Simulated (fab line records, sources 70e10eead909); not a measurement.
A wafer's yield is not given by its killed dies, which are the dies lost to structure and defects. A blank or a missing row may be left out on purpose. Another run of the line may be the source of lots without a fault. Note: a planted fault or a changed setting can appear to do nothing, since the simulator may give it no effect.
Which tool is to blame?    flow nand-harc    32 wafers from 11 lots sampled at 5 of the route's 1302 steps

## WHAT EACH GAUGE READ, for each wafer
NHARC_END_SORT_01.
lot   measured      on         killed-at-array
L408  day 31 09:53  prober-01  76 65 123
L410  day 31 17:45  prober-01  47 118

## WHAT TOOL EACH LOT RAN ON (gives the tool, then ch and the chambers of the sampled wafers, and finally the start)
lot   NHARC_A_CONTACT_ETCH_49                        NHARC_A_CONTACT_ETCH_51                        NHARC_A_CONTACT_ETCH_122              NHARC_A_CONTACT_ETCH_96
L394  rie-diel-01 ch 1,2,3, day 22 04:36 or earlier  rie-diel-01 ch 0,3, day 22 04:36 or earlier    har-cap-etch-02 ch 1, day 22 04:36    rie-diel-01 ch 0,3, day 22 05:53
L397  rie-diel-10 ch 0,2,3, day 23 08:11 or earlier  rie-diel-10 ch 0,2,3, day 23 08:11 or earlier  har-cap-etch-03 ch 0,1, day 23 08:11  rie-diel-01 ch 2,3, day 23 09:28
L401  rie-diel-01 ch 0,1, day 25 20:09 or earlier    rie-diel-01 ch 0,1, day 25 20:09 or earlier    har-cap-etch-02 ch 0,1, day 25 20:09  rie-diel-01 ch 1,2,3, day 25 21:27
L398  rie-diel-04 ch 0,1,3, day 25 20:58 or earlier  rie-diel-04 ch 0,2,3, day 25 20:58 or earlier  har-cap-etch-01 ch 0, day 25 20:58    rie-diel-01 ch 0,2,3, day 25 22:16
L408  rie-diel-04 ch 2,3, day 27 19:04 or earlier    rie-diel-04 ch 1,2, day 27 19:04 or earlier    har-cap-etch-01 ch 0,1, day 27 19:04  rie-diel-01 ch 0,1,2, day 27 20:18
L410  rie-diel-01 ch 0, day 28 04:48 or earlier      rie-diel-01 ch 1,3, day 28 04:48 or earlier    har-cap-etch-01 ch 0, day 28 04:48    rie-diel-01 ch 0,2, day 28 06:02
L413  rie-diel-04 ch 0,2, day 29 21:07 or earlier    rie-diel-04 ch 1,2, day 29 21:07 or earlier    har-cap-etch-03 ch 0,1, day 29 21:07  rie-diel-10 ch 2,3, day 29 22:48
L414  rie-diel-10 ch 0,2,3, day 29 20:42 or earlier  rie-diel-10 ch 1,2,3, day 29 20:42 or earlier  har-cap-etch-01 ch 0,1, day 29 20:42  rie-diel-10 ch 0,1,2, day 29 21:59
L415  rie-diel-04 ch 0,2,3, day 31 06:43 or earlier  rie-diel-04 ch 0,2,3, day 31 06:43 or earlier  har-cap-etch-03 ch 0, day 31 06:43    rie-diel-04 ch 2,3, day 31 08:02
L416  rie-diel-01 ch 0,2,3, day 31 06:58 or earlier  rie-diel-01 ch 0,3, day 31 06:58 or earlier    har-cap-etch-01 ch 0,1, day 31 06:58  rie-diel-10 ch 0,3, day 31 08:10
L417  rie-diel-04 ch 0,1,3, day 32 16:39 or earlier  rie-diel-04 ch 0,2, day 32 16:39 or earlier    har-cap-etch-03 ch 0,1, day 32 16:39  rie-diel-04 ch 1,2,3, day 32 17:55
- NHARC_A_CONTACT_ETCH_49: etches the open film in N2/H2, target depth 260 nm, time 475.3 s.
- NHARC_A_CONTACT_ETCH_51: etches the open film in O2/COS, target depth 7000 nm, time 1820 s.
- NHARC_A_CONTACT_ETCH_122: etches the open film in C4F8/O2/Ar, time 190 s, target depth 1850 nm.
- NHARC_A_CONTACT_ETCH_96: etches the open film in C4F6/O2, target depth 20 nm, time 10 s.

## THE ANSWER, worked out from the rows above alone
Rule: the usual values come from the lots themselves. Put in order of their means at a reading, lots are off if they are a third of the lots or fewer, leave a main group of 4 or more, and stand apart from it by a gap of 3 or more times the standard deviation of the main group's means; of several such gaps the widest counts. Not used: any main group whose means are identical at the precision the tables above print for the reading. A lot without any number at a reading at which 4 lots or more have one is off too. The other lots that the step has rows for count as sound.
Across all readings shown, no lot is off: no conclusion can be drawn from this.

## WHAT WAS PUT IN BY THE SIMULATOR
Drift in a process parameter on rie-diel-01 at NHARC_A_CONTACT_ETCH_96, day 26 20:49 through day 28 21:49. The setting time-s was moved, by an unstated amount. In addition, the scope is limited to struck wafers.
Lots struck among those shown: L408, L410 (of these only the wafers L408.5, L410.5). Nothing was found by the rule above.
